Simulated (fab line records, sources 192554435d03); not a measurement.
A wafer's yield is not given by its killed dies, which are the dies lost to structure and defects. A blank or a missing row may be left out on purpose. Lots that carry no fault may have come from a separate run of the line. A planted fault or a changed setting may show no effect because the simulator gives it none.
Split-lot experiment | flow n5Finfet | 39 wafers read from 7 lots, route of 1938 steps

## THE SPLIT
At N5_SDB_ALD_29 (deposits SiNx, target thk 30 nm, pulse time 1 s, ald cycles 600), the setting aldCycles was moved away from the recipe's 600 on 12 of the 39 wafers read, by +17.3% to +56.8%. All remaining wafers had this setting at the recipe value.

Reading taken at the split's own step.

## THE READING
SiNx_of_SDB_ALD_29.thkNm (the simulator's own value, which no gauge read), in nm, at N5_SDB_ALD_29 (deposits SiNx, target thk 30 nm, pulse time 1 s, ald cycles 600). There is no usual value for it anywhere in the file. Across the 27 wafers here that went through the recipe, the average is 30.0 nm and the standard deviation 0.15 nm.

wafer  | tool, chamber at the split | aldCycles as run | against the recipe | SiNx_of_SDB_ALD_29.thkNm, nm | against lot-mates on the recipe
L076.1 | aldSin-03, 2,1,0,3,0       | 600              | recipe             | 30.2                         | -
L076.2 | aldSin-03, 2,1,0,3,0       | 600              | recipe             | 30.2                         | -
L076.3 | aldSin-03, 2,1,0,3,0       | 600              | recipe             | 30.2                         | -
L076.5 | aldSin-03, 2,1,0,3,0       | 600              | recipe             | 30.2                         | -
L076.6 | aldSin-03, 2,1,0,3,0       | 600              | recipe             | 30.2                         | -
L076.4 | aldSin-03, 3               | 600              | recipe             | 30                           | -
L077.1 | aldSin-03, 2               | 941              | +56.8%             | 46.8                         | +17.0
L077.2 | aldSin-03, 0,3,3           | 600              | recipe             | 29.8                         | -
L077.4 | aldSin-03, 0,3,3           | 600              | recipe             | 29.8                         | -
L077.6 | aldSin-03, 0,3,3           | 600              | recipe             | 29.8                         | -
L077.3 | aldSin-03, 1,2             | 941              | +56.8%             | 47                           | +17.2
L077.5 | aldSin-03, 1,2             | 941              | +56.8%             | 47                           | +17.2
L084.1 | aldSin-03, 3,1             | 704              | +17.3%             | 35                           | +5.0
L084.3 | aldSin-03, 3,1             | 704              | +17.3%             | 35                           | +5.0
L084.2 | aldSin-03, 0,0,3           | 600              | recipe             | 30                           | -
L084.5 | aldSin-03, 0,0,3           | 600              | recipe             | 30                           | -
L084.6 | aldSin-03, 0,0,3           | 600              | recipe             | 30                           | -
L084.4 | aldSin-03, 2               | 704              | +17.3%             | 35.2                         | +5.2
L085.1 | aldSin-01, 1,2             | 600              | recipe             | 30                           | -
L085.3 | aldSin-01, 1,2             | 600              | recipe             | 30                           | -
L085.2 | aldSin-01, 0,3             | 791              | +31.8%             | 39.4                         | +9.3
L085.4 | aldSin-01, 0,3             | 791              | +31.8%             | 39.4                         | +9.3
L085.5 | aldSin-01, 1               | 791              | +31.8%             | 39.6                         | +9.5
L085.6 | aldSin-01, 2               | 600              | recipe             | 30.2                         | -
L086.2 | aldSin-03, 1,0,2           | 600              | recipe             | 29.8                         | -
L086.3 | aldSin-03, 1,0,2           | 600              | recipe             | 29.8                         | -
L086.4 | aldSin-03, 1,0,2           | 600              | recipe             | 29.8                         | -
L089.1 | aldSin-04, 3,1,0,0,3       | 600              | recipe             | 30                           | -
L089.2 | aldSin-04, 3,1,0,0,3       | 600              | recipe             | 30                           | -
L089.4 | aldSin-04, 3,1,0,0,3       | 600              | recipe             | 30                           | -
L089.5 | aldSin-04, 3,1,0,0,3       | 600              | recipe             | 30                           | -
L089.6 | aldSin-04, 3,1,0,0,3       | 600              | recipe             | 30                           | -
L089.3 | aldSin-04, 2               | 600              | recipe             | 29.8                         | -
L091.1 | aldSin-01, 1,0             | 600              | recipe             | 30.2                         | -
L091.2 | aldSin-01, 1,0             | 600              | recipe             | 30.2                         | -
L091.3 | aldSin-01, 2               | 902              | +50.3%             | 45.2                         | +15.1
L091.4 | aldSin-01, 3               | 600              | recipe             | 30                           | -
L091.5 | aldSin-01, 0,3             | 902              | +50.3%             | 45                           | +14.9
L091.6 | aldSin-01, 0,3             | 902              | +50.3%             | 45                           | +14.9
If several chambers appear in one row, that row covers several wafers at once and the file leaves open which wafer was in which chamber.

THE FIT
A straight line over all 39 wafers: SiNx_of_SDB_ALD_29.thkNm changes by +0.298 nm for each +1% of aldCycles; r = +1.00; the points scatter about the line by 0.14 nm.
The same after taking each lot's own level away (the mean of its wafers on the recipe; 39 wafers): +0.299 nm for each +1%; r = +1.00; scatter 0.1 nm.
That fit puts the effect of the largest move of aldCycles on the reading at 17 nm.
Across the lots, their own levels run from 29.80 to 30.17 nm, a range of 2.5 times the standard deviation given above.
Consequently the slope shifts little with the lot-to-lot level, the two slopes agreeing.
Check: with one of the wafers moved furthest among these (+56.8%) left out of the fit, the line predicts +17 nm for it against its lot-mates. Against them it came out at +17 nm.

## FILE'S OWN FIT
SiNx_of_SDB_ALD_29.thkNm changes by +0.298 nm for each +1% of aldCycles, r = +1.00.
